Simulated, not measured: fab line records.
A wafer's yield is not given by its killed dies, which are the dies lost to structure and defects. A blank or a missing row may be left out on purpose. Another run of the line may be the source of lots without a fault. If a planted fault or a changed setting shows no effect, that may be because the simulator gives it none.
Chamber matching || flow n5 finfet || N5_STI_FIN_REVEAL_STRIP_24 on rie diel-06 has 4 sister chambers
The step strips in N2/H2, time 90 s. 8 wafers are shown with their chamber, then 11 later ones without.

## WAFERS PAIRED WITH THEIR CHAMBERS
{"wafer": "L081.4", "chamber": 3, "showerhead plenum p Torr (Torr)": 3.21, "throttle valve pct (%)": 12.64}
{"wafer": "L082.5", "chamber": 1, "showerhead plenum p Torr (Torr)": 3.37, "throttle valve pct (%)": 12.54}
{"wafer": "L084.1", "chamber": 1, "showerhead plenum p Torr (Torr)": 3.37, "throttle valve pct (%)": 12.53}
{"wafer": "L085.5", "chamber": 3, "showerhead plenum p Torr (Torr)": 3.20, "throttle valve pct (%)": 12.66}
{"wafer": "L090.1", "chamber": 0, "showerhead plenum p Torr (Torr)": 3.24, "throttle valve pct (%)": 12.07}
{"wafer": "L090.4", "chamber": 0, "showerhead plenum p Torr (Torr)": 3.23, "throttle valve pct (%)": 12.08}
{"wafer": "L090.5", "chamber": 2, "showerhead plenum p Torr (Torr)": 3.37, "throttle valve pct (%)": 12.48}
{"wafer": "L093.3", "chamber": 2, "showerhead plenum p Torr (Torr)": 3.37, "throttle valve pct (%)": 12.49}

## WAFERS WHOSE CHAMBER IS MISSING
{"wafer": "L093.4", "showerhead plenum p Torr (Torr)": 3.37, "throttle valve pct (%)": 12.49}
{"wafer": "L093.6", "showerhead plenum p Torr (Torr)": 3.23, "throttle valve pct (%)": 12.10}
{"wafer": "L095.1", "showerhead plenum p Torr (Torr)": 3.37, "throttle valve pct (%)": 12.51}
{"wafer": "L095.4", "showerhead plenum p Torr (Torr)": 3.36, "throttle valve pct (%)": 12.57}
{"wafer": "L095.6", "showerhead plenum p Torr (Torr)": 3.37, "throttle valve pct (%)": 12.51}
{"wafer": "L096.3", "showerhead plenum p Torr (Torr)": 3.36, "throttle valve pct (%)": 12.61}
{"wafer": "L096.5", "showerhead plenum p Torr (Torr)": 3.23, "throttle valve pct (%)": 12.12}
{"wafer": "L096.6", "showerhead plenum p Torr (Torr)": 3.36, "throttle valve pct (%)": 12.53}
{"wafer": "L097.1", "showerhead plenum p Torr (Torr)": 3.36, "throttle valve pct (%)": 12.59}
{"wafer": "L097.2", "showerhead plenum p Torr (Torr)": 3.23, "throttle valve pct (%)": 12.13}
{"wafer": "L097.5", "showerhead plenum p Torr (Torr)": 3.36, "throttle valve pct (%)": 12.61}

## CHAMBER TAKEN BY EACH
{"wafer": "L093.4", "from the rows above": 2, "in truth": 2}
{"wafer": "L093.6", "from the rows above": 0, "in truth": 0}
{"wafer": "L095.1", "from the rows above": "can't be placed: 1 or 2", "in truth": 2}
{"wafer": "L095.4", "from the rows above": 1, "in truth": 1}
{"wafer": "L095.6", "from the rows above": "can't be placed: 1 or 2", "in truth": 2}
{"wafer": "L096.3", "from the rows above": 1, "in truth": 1}
{"wafer": "L096.5", "from the rows above": 0, "in truth": 0}
{"wafer": "L096.6", "from the rows above": 1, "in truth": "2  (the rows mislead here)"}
{"wafer": "L097.1", "from the rows above": 1, "in truth": 1}
{"wafer": "L097.2", "from the rows above": 0, "in truth": 0}
{"wafer": "L097.5", "from the rows above": 1, "in truth": 1}
Correctly placed: 8 of 11. From these rows, 2 cannot be placed; in 2 the true chamber is one of the candidates. Wrongly placed: 1.
How it was worked out, from the rows above alone: a wafer's distance from a chamber is the root of the sum, over the readings, of the square of ((its reading less the chamber's mean) divided by the reading's scatter). The wafer belongs to the nearest chamber; if the next one is less than 2 further off, it can't be placed. A chamber's mean is the mean of its shown wafers. How the scatter is found: for the shown wafers, subtract from each reading the mean of its chamber, square and add these, divide the total by (wafers less chambers), then take the root.
